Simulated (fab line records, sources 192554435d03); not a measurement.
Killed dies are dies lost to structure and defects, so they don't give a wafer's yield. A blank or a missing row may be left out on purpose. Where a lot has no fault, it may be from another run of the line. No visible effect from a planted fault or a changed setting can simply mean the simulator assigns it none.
Struck lot and sound lot, side by side	flow n5_finfet	29 out of 1938 route steps
Sound: these wafers, L887.1, L887.2, L887.5. Struck: wafer L900.4 (L900.1, L900.6, from the same lot, were not struck and are left out); the cause is given at the end.
At each step with rows: each side's tool, then ch and its chambers, then its first start. Under that, the readings that differ: sound wafers	struck wafers	difference of the means	sigmas: that difference in standard deviations of wafers without a fault.
alike: readings whose means differ by less than 2 such deviations, and words and numbers that are the same on both sides. not compared: withheld readings, readings that some wafer has no value for, bounds like >300 that may hide the same value, and numbers for which the record gives no deviation and whose values overlap.
Wherever a step has rows on one side only, a row that says differs or no value, or a row with sigmas, the two part there. When numbers do not overlap yet have no deviation, they are printed without sigmas and do not part them. A reading missing from all wafers of one side parts the sides only when that side holds two or more wafers.

first, 4 steps without rows for these wafers: N5_BEOL_M13_EXPOSE_07 (exposes mask V12); N5_BEOL_M13_PEB_08 (peb time 90 s); N5_BEOL_M13_DEVELOP_09 (develop time 45 s); N5_BEOL_M13_HARDBAKE_14 (time 120 s).
N5_BEOL_M13_CD_MEAS_10 targets a cd of 190 nm.
  sound on cd_sem-03 ch 0, day 13 19:29; struck on cd_sem-03 ch 0, day 17 14:44
  alike: cd_nm
N5_BEOL_M13_OVL_MEAS_11:
  sound on overlay-01 ch 0, day 13 19:31; struck on overlay-01 ch 0, day 17 14:46
  alike: V12_OVL
N5_BEOL_M13_INSPECT_12: inspects for defects (macro).
  sound: defect_inspect-02 at day 13 19:33; struck: defect_inspect-02 at day 17 14:48
reading	sound	struck	difference	sigmas
raw_defect_count	1 1 1	5	+4	+3
N5_BEOL_M13_DESCUM_15: chemistry O2, time 7.9 s.
  sound on rie_diel-03 ch 1,2,3, day 13 19:35; struck on rie_diel-03 ch 0, day 17 15:11
  alike: drypump_motor_current_A, oes_product_au, rf_vpp_V, showerhead_plenum_p_Torr, throttle_valve_pct
  not compared: rf_hours_counter_h
N5_BEOL_M13_ETCH_59: etches BARC in N2/H2, target depth 89 nm, overetch 26.7 nm, time 67.9 s.
  sound on rie_diel-03 ch 1,2,3, day 13 19:37; struck on rie_diel-03 ch 0, day 17 15:13
  alike: drypump_motor_current_A, oes_product_au, rf_vpp_V, showerhead_plenum_p_Torr, throttle_valve_pct
  not compared: rf_hours_counter_h
N5_BEOL_M13_VIA_ETCH_16: etches SiOC in C4F8/O2/Ar, target depth 921.7 nm.
  sound on rie_diel-03 ch 1,2,3, day 13 19:40; struck on rie_diel-03 ch 0, day 17 15:16
  alike: drypump_motor_current_A, he_inner_torr, he_outer_torr, oes_product_au, rf_vpp_V, showerhead_plenum_p_Torr, throttle_valve_pct
N5_BEOL_M13_STRIP_63: strips in N2/H2.
  sound on plasma_asher-01 ch 0,1, day 13 19:54; struck on plasma_asher-01 ch 0, day 17 15:31
  alike: drypump_motor_current_A, heater_power_w, oes_product_au, strip_time_to_endpoint_s
  not compared: rf_hours_counter_h
then, 1 step without rows for these wafers: N5_BEOL_M13_STRIP_64 (strips in N2/H2).
N5_BEOL_M13_STRIP_71: strips in post etch residue remover, time 60 s.
  sound on wet_bench-04 ch 1,2,3, day 13 20:03; struck on wet_bench-01 ch 2,6,7, day 17 15:40
then, 1 step without rows for these wafers: N5_BEOL_M13_SRD_72 (time 30 s, dry time 30 s).
N5_BEOL_M13_CD_MEAS_17 targets a cd of 190 nm.
  sound: cd_sem-02 at day 13 20:07; struck: cd_sem-02 at day 17 15:43
  alike: cd_nm
then, 9 steps without rows for these wafers: N5_BEOL_M13_COAT_65 (time 60 s, resist thk 350 nm); N5_BEOL_M13_COAT_66 (time 60 s, resist thk 110 nm); N5_BEOL_M13_COAT_22 (resist thk 300 nm); N5_BEOL_M13_EBR_24; N5_BEOL_M13_SOFTBAKE_23 (time 60 s); N5_BEOL_M13_EXPOSE_25 (exposes mask M13, target cd 210 nm); N5_BEOL_M13_PEB_26 (peb time 90 s); N5_BEOL_M13_DEVELOP_27 (develop time 45 s); N5_BEOL_M13_HARDBAKE_32 (time 120 s).
N5_BEOL_M13_CD_MEAS_28 targets a cd of 209.5 nm.
  sound on cd_sem-03 ch 0, day 13 20:34; struck on cd_sem-02 ch 0, day 17 16:10
  alike: cd_nm
N5_BEOL_M13_OVL_MEAS_29:
  sound on overlay-01 ch 0, day 13 20:35; struck on overlay-01 ch 0, day 17 16:12
  alike: M13_OVL
N5_BEOL_M13_INSPECT_30: inspects for defects (macro).
  sound: defect_inspect-02 at day 13 20:37; struck: defect_inspect-02 at day 17 16:13
reading	sound	struck	difference	sigmas
raw_defect_count	2 1 0	>300	differs	
N5_BEOL_M13_DESCUM_33: chemistry O2, time 7.9 s.
  sound on rie_diel-02 ch 0,2, day 13 20:39; struck on rie_diel-03 ch 3, day 17 16:25
reading	sound	struck	difference	sigmas
showerhead_plenum_p_Torr (Torr)	2.07 1.92 1.92	2.17	+0.20	+2
  alike: drypump_motor_current_A, oes_product_au, rf_vpp_V, throttle_valve_pct
  not compared: rf_hours_counter_h
N5_PASSIVATION_PROBE_49:
  record: rows for the struck wafers here (prober-02, day 19 00:11), none for the sound ones

WHERE THEY PART
First at N5_BEOL_M13_INSPECT_12; last, within this record, at N5_PASSIVATION_PROBE_49.

WHY: whatever the simulator had introduced
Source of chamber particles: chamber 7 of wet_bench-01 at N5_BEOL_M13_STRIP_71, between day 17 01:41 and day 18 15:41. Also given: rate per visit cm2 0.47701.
